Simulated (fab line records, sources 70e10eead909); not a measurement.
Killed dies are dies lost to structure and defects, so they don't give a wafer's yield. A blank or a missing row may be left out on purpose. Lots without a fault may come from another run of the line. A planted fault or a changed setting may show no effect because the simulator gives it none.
Chamber matching | flow nand_harc | NHARC_A_CHANNEL_FILL_D2_STRIP_28 on rie_diel-01: 4 sister chambers
The step strips in O2, time 20 s. 27 wafers are shown with their chamber, then 12 later ones without.

WAFERS WITH THEIR CHAMBER
wafer  | chamber | drypump_motor_current_A (A) | rf_vpp_V (V) | throttle_valve_pct (%)
L074.1 | 0       | 5.2                         | 56.2         | 17.031
L074.3 | 2       | 5.8                         | 58.1         | 17.058
L074.5 | 3       | 6.2                         | 55.9         | 17.058
L076.1 | 0       | 5.2                         | 57.7         | 17.041
L076.2 | 2       | 5.8                         | 59.3         | 17.039
L076.3 | 3       | 6.1                         | 57.2         | 17.033
L076.4 | 1       | 5.1                         | 57.4         | 17.036
L076.5 | 0       | 5.2                         | 57.6         | 17.042
L076.6 | 1       | 5.1                         | 56.6         | 17.035
L078.3 | 0       | 5.2                         | 57.9         | 17.035
L078.4 | 1       | 5.1                         | 58.3         | 17.032
L078.6 | 2       | 5.8                         | 57.7         | 17.026
L081.3 | 3       | 6.1                         | 58.1         | 17.035
L081.4 | 3       | 6.2                         | 57.7         | 17.029
L081.5 | 2       | 5.8                         | 58.5         | 17.040
L083.1 | 3       | 6.2                         | 56.8         | 17.044
L083.2 | 1       | 5.1                         | 57.3         | 17.031
L083.3 | 0       | 5.2                         | 57.2         | 17.023
L085.4 | 3       | 6.2                         | 58.8         | 17.039
L085.5 | 1       | 5.1                         | 56.4         | 17.033
L085.6 | 2       | 5.9                         | 58.6         | 17.031
L088.1 | 0       | 5.2                         | 59.0         | 17.024
L088.2 | 1       | 5.1                         | 57.8         | 17.056
L088.3 | 3       | 6.2                         | 56.8         | 17.041
L088.4 | 2       | 5.8                         | 57.9         | 17.034
L088.5 | 0       | 5.2                         | 56.4         | 17.045
L088.6 | 3       | 6.1                         | 56.6         | 17.042

SIGNATURES (means of the wafers above)
reading                 | chamber 0 | chamber 1 | chamber 2 | chamber 3 | scatter within a chamber
drypump_motor_current_A | 5.200     | 5.100     | 5.817     | 6.162     | 0.0343
rf_vpp_V                | 57.429    | 57.300    | 58.350    | 57.237    | 0.824
throttle_valve_pct      | 17.03443  | 17.03717  | 17.03800  | 17.04012  | 0.00947
Rule: a wafer's distance from a chamber is the root of the sum, over the readings, of the square of ((its reading less the chamber's mean) divided by the reading's scatter). The wafer belongs to the nearest chamber; if the next one is less than 2 further off, it can't be placed. The scatter: the root of (the sum of the squares of (reading less its chamber's mean) over the shown wafers, divided by (wafers less chambers)).

WAFERS WITHOUT THEIR CHAMBER
wafer  | drypump_motor_current_A (A) | rf_vpp_V (V) | throttle_valve_pct (%)
L090.1 | 5.2                         | 57.5         | 17.044
L090.2 | 5.9                         | 57.7         | 17.037
L090.3 | 6.2                         | 56.6         | 17.042
L090.4 | 5.1                         | 56.5         | 17.030
L090.5 | 5.8                         | 59.1         | 17.025
L090.6 | 6.2                         | 56.5         | 17.044
L092.3 | 6.1                         | 57.5         | 17.039
L092.4 | 5.8                         | 58.1         | 17.032
L092.5 | 6.2                         | 56.4         | 17.038
L095.2 | 5.2                         | 58.9         | 17.040
L095.4 | 5.8                         | 59.1         | 17.033
L095.5 | 5.8                         | 58.7         | 17.043

WHICH CHAMBER EACH WENT THROUGH
wafer  | from the rows above     | in truth
L090.1 | can't be placed: 0 or 1 | 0
L090.2 | 2                       | 2
L090.3 | 3                       | 3
L090.4 | can't be placed: 1 or 0 | 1
L090.5 | 2                       | 2
L090.6 | 3                       | 3
L092.3 | 3                       | 3
L092.4 | 2                       | 2
L092.5 | 3                       | 3
L095.2 | can't be placed: 0 or 1 | 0
L095.4 | 2                       | 2
L095.5 | 2                       | 2
Placed correctly: 9 of 12. Can't be placed from these rows: 3 (the true chamber is among the candidates in 3). Placed wrongly: 0.
